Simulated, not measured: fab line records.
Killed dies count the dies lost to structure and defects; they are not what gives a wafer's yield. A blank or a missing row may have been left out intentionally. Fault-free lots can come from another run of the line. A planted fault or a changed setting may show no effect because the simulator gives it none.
Chamber matching + flow nand_harc + 4 sister chambers for NHARC_P_M1_DESCUM_14 on rie_diel-01
The step chemistry O2, time 3 s. 14 wafers are shown with their chamber, then 7 later ones without.

## WAFERS PAIRED WITH THEIR CHAMBERS
| wafer  | chamber | showerhead_plenum_p_Torr (Torr) | drypump_motor_current_A (A) | rf_vpp_V (V) |
|--------|---------|---------------------------------|-----------------------------|--------------|
| L138.1 | 2       | 1.78                            | 5.5                         | 56.6         |
| L138.4 | 1       | 2.02                            | 6.5                         | 59.0         |
| L138.5 | 0       | 1.79                            | 5.1                         | 57.1         |
| L140.1 | 0       | 1.79                            | 5.1                         | 56.9         |
| L140.3 | 3       | 1.87                            | 5.2                         | 57.4         |
| L140.4 | 2       | 1.78                            | 5.5                         | 57.3         |
| L143.2 | 3       | 1.87                            | 5.2                         | 57.0         |
| L143.4 | 2       | 1.78                            | 5.4                         | 56.6         |
| L143.6 | 2       | 1.78                            | 5.4                         | 59.3         |
| L144.2 | 0       | 1.78                            | 5.1                         | 55.7         |
| L144.3 | 1       | 2.02                            | 6.5                         | 58.1         |
| L144.6 | 3       | 1.87                            | 5.2                         | 57.4         |
| L151.2 | 2       | 1.78                            | 5.4                         | 57.0         |
| L151.3 | 3       | 1.87                            | 5.2                         | 58.1         |

SIGNATURES (means of the wafers above)
| reading                  | chamber 0 | chamber 1 | chamber 2 | chamber 3 | scatter within a chamber |
|--------------------------|-----------|-----------|-----------|-----------|--------------------------|
| showerhead_plenum_p_Torr | 1.7867    | 2.0200    | 1.7800    | 1.8700    | 0.00258                  |
| drypump_motor_current_A  | 5.100     | 6.500     | 5.440     | 5.200     | 0.0346                   |
| rf_vpp_V                 | 56.567    | 58.550    | 57.360    | 57.475    | 0.85                     |
Rule: a wafer lies at a distance from a chamber equal to the root of the sum of squares, over the readings, of (its reading less the chamber's mean, divided by the reading's scatter). If the next closest chamber is less than 2 further off than the closest, the wafer can't be placed; otherwise it belongs to the closest. The scatter: the root of (the sum of the squares of (reading less its chamber's mean) over the shown wafers, divided by (wafers less chambers)).

## WAFERS WITHOUT THEIR CHAMBER
| wafer  | showerhead_plenum_p_Torr (Torr) | drypump_motor_current_A (A) | rf_vpp_V (V) |
|--------|---------------------------------|-----------------------------|--------------|
| L151.5 | 1.78                            | 5.1                         | 56.0         |
| L159.1 | 1.87                            | 5.3                         | 57.1         |
| L159.2 | 1.77                            | 5.5                         | 57.0         |
| L159.6 | 2.02                            | 6.5                         | 58.9         |
| L160.1 | 1.78                            | 5.1                         | 56.4         |
| L160.3 | 2.02                            | 6.5                         | 58.1         |
| L160.5 | 1.86                            | 5.2                         | 56.8         |

## THE CHAMBER EACH PASSED THROUGH
| wafer  | from the rows above | in truth |
|--------|---------------------|----------|
| L151.5 | 0                   | 0        |
| L159.1 | 3                   | 3        |
| L159.2 | 2                   | 2        |
| L159.6 | 1                   | 1        |
| L160.1 | 0                   | 0        |
| L160.3 | 1                   | 1        |
| L160.5 | 3                   | 3        |
7 of 7 placed correctly. Left unplaced by these rows: 0. Wrongly placed: 0.
